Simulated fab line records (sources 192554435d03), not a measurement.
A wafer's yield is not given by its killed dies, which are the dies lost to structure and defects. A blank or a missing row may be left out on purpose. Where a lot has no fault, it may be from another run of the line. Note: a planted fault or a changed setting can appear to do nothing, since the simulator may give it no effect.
The tool behind it: which one? / flow n5Finfet / 11 lots, 33 wafers sampled, at 3 steps of a route of 1938

## WHAT THE GAUGES READ, wafer by wafer
N5_PASSIVATION_OVL_MEAS_63.
lot=L108; measured=day 12 11:22; on=overlay-01; PAD_OVL (nm)=6 0 15
lot=L110; measured=day 12 22:05; on=overlay-01; PAD_OVL (nm)=0 -1 -9
lot=L111; measured=day 13 04:23; on=overlay-02; PAD_OVL (nm)=-3 5 6
lot=L112; measured=day 13 23:25; on=overlay-01; PAD_OVL (nm)=8 3 6
lot=L113; measured=day 13 21:23; on=overlay-02; PAD_OVL (nm)=6 7 1
lot=L119; measured=day 15 21:11; on=overlay-02; PAD_OVL (nm)=-1 -3 -2
lot=L125; measured=day 16 14:28; on=overlay-02; PAD_OVL (nm)=1 1 3
lot=L126; measured=day 17 17:47; on=overlay-01; PAD_OVL (nm)=4 3 2
lot=L127; measured=day 18 17:07; on=overlay-01; PAD_OVL (nm)=4 2 0
lot=L128; measured=day 17 22:17; on=overlay-02; PAD_OVL (nm)=1 4 -1
lot=L129; measured=day 18 01:05; on=overlay-01; PAD_OVL (nm)=2 -1 8

## WHAT TOOL EACH LOT RAN ON (gives the tool, then ch and the chambers of the sampled wafers, and finally the start)
lot=L108; N5_BEOL_M3_PRE_CLEAN_45=pvdSputter-01, day 7 11:58; N5_PASSIVATION_AL_DEP_21=pvdSputter-03, day 12 10:51
lot=L110; N5_BEOL_M3_PRE_CLEAN_45=pvdSputter-02, day 8 04:23; N5_PASSIVATION_AL_DEP_21=pvdSputter-03, day 12 21:35
lot=L111; N5_BEOL_M3_PRE_CLEAN_45=pvdSputter-03, day 8 09:17; N5_PASSIVATION_AL_DEP_21=pvdSputter-03, day 13 03:53
lot=L112; N5_BEOL_M3_PRE_CLEAN_45=pvdSputter-01, day 9 02:17; N5_PASSIVATION_AL_DEP_21=pvdSputter-03, day 13 22:55
lot=L113; N5_BEOL_M3_PRE_CLEAN_45=pvdSputter-01, day 9 03:19; N5_PASSIVATION_AL_DEP_21=pvdSputter-01, day 13 20:46
lot=L119; N5_BEOL_M3_PRE_CLEAN_45=pvdSputter-01, day 10 23:35; N5_PASSIVATION_AL_DEP_21=pvdSputter-03, day 15 20:41
lot=L125; N5_BEOL_M3_PRE_CLEAN_45=pvdSputter-03, day 11 13:28; N5_PASSIVATION_AL_DEP_21=pvdSputter-01, day 16 13:50
lot=L126; N5_BEOL_M3_PRE_CLEAN_45=pvdSputter-02, day 12 05:06; N5_PASSIVATION_AL_DEP_21=pvdSputter-01, day 17 17:17
lot=L127; N5_BEOL_M3_PRE_CLEAN_45=pvdSputter-03, day 12 23:55; N5_PASSIVATION_AL_DEP_21=pvdSputter-02, day 18 16:37
lot=L128; N5_BEOL_M3_PRE_CLEAN_45=pvdSputter-03, day 13 00:07; N5_PASSIVATION_AL_DEP_21=pvdSputter-02, day 17 21:47
lot=L129; N5_BEOL_M3_PRE_CLEAN_45=pvdSputter-02, day 13 04:21; N5_PASSIVATION_AL_DEP_21=pvdSputter-01, day 18 00:34
- N5_BEOL_M3_PRE_CLEAN_45: time 30 s.
- N5_PASSIVATION_AL_DEP_21: deposits Al, target thk 2800 nm, time 170 s.

## AS READ BY THE TOOLS THEMSELVES (means over the sampled wafers that have a number; for cases with no such wafer, the mark the record gives instead)
N5_BEOL_M3_PRE_CLEAN_45.
lot=L108; tool=pvdSputter-01; heaterPowerW (W)=321
lot=L110; tool=pvdSputter-02; heaterPowerW (W)=351
lot=L111; tool=pvdSputter-03; heaterPowerW (W)=332
lot=L112; tool=pvdSputter-01; heaterPowerW (W)=319
lot=L113; tool=pvdSputter-01; heaterPowerW (W)=319
lot=L119; tool=pvdSputter-01; heaterPowerW (W)=318
lot=L125; tool=pvdSputter-03; heaterPowerW (W)=330
lot=L126; tool=pvdSputter-02; heaterPowerW (W)=325
lot=L127; tool=pvdSputter-03; heaterPowerW (W)=331
lot=L128; tool=pvdSputter-03; heaterPowerW (W)=307
lot=L129; tool=pvdSputter-02; heaterPowerW (W)=359

N5_PASSIVATION_AL_DEP_21.
lot=L108; tool=pvdSputter-03; cathodeDcPowerW (W)=30002; throttleValvePct (%)=29.2
lot=L110; tool=pvdSputter-03; cathodeDcPowerW (W)=29998; throttleValvePct (%)=28.8
lot=L111; tool=pvdSputter-03; cathodeDcPowerW (W)=30000; throttleValvePct (%)=29.1
lot=L112; tool=pvdSputter-03; cathodeDcPowerW (W)=29992; throttleValvePct (%)=29.6
lot=L113; tool=pvdSputter-01; cathodeDcPowerW (W)=30002; throttleValvePct (%)=29.5
lot=L119; tool=pvdSputter-03; cathodeDcPowerW (W)=29996; throttleValvePct (%)=29.6
lot=L125; tool=pvdSputter-01; cathodeDcPowerW (W)=30004; throttleValvePct (%)=30.7
lot=L126; tool=pvdSputter-01; cathodeDcPowerW (W)=30006; throttleValvePct (%)=29.7
lot=L127; tool=pvdSputter-02; cathodeDcPowerW (W)=29997; throttleValvePct (%)=31.3
lot=L128; tool=pvdSputter-02; cathodeDcPowerW (W)=30005; throttleValvePct (%)=31.1
lot=L129; tool=pvdSputter-01; cathodeDcPowerW (W)=30000; throttleValvePct (%)=30.5

## THE ANSWER, worked out from the rows above alone
Rule: what is usual is taken from the lots themselves. The widest of any qualifying gaps counts: lots, ordered by their means at a reading, are off when they make up no more than a third of the lots, leave a main group of 4 or more, and stand apart from it by 3 or more times the standard deviation of that group's means. If all means in a main group match to the digits the tables above print for the reading, that group is not used. Also off: a lot with no number at a reading for which 4 or more lots have one. All remaining lots with rows at the step are treated as sound. Order of review: gauges by route order, followed by the tools' own readings, for which a lot's mean as printed above is used. The first step at which some lot is off is used, and at that step the reading that is off furthest; a lot without a number counts as furthest.
No lot is off on any of the readings shown, so nothing can be concluded from this.

## WHAT WAS PUT IN BY THE SIMULATOR
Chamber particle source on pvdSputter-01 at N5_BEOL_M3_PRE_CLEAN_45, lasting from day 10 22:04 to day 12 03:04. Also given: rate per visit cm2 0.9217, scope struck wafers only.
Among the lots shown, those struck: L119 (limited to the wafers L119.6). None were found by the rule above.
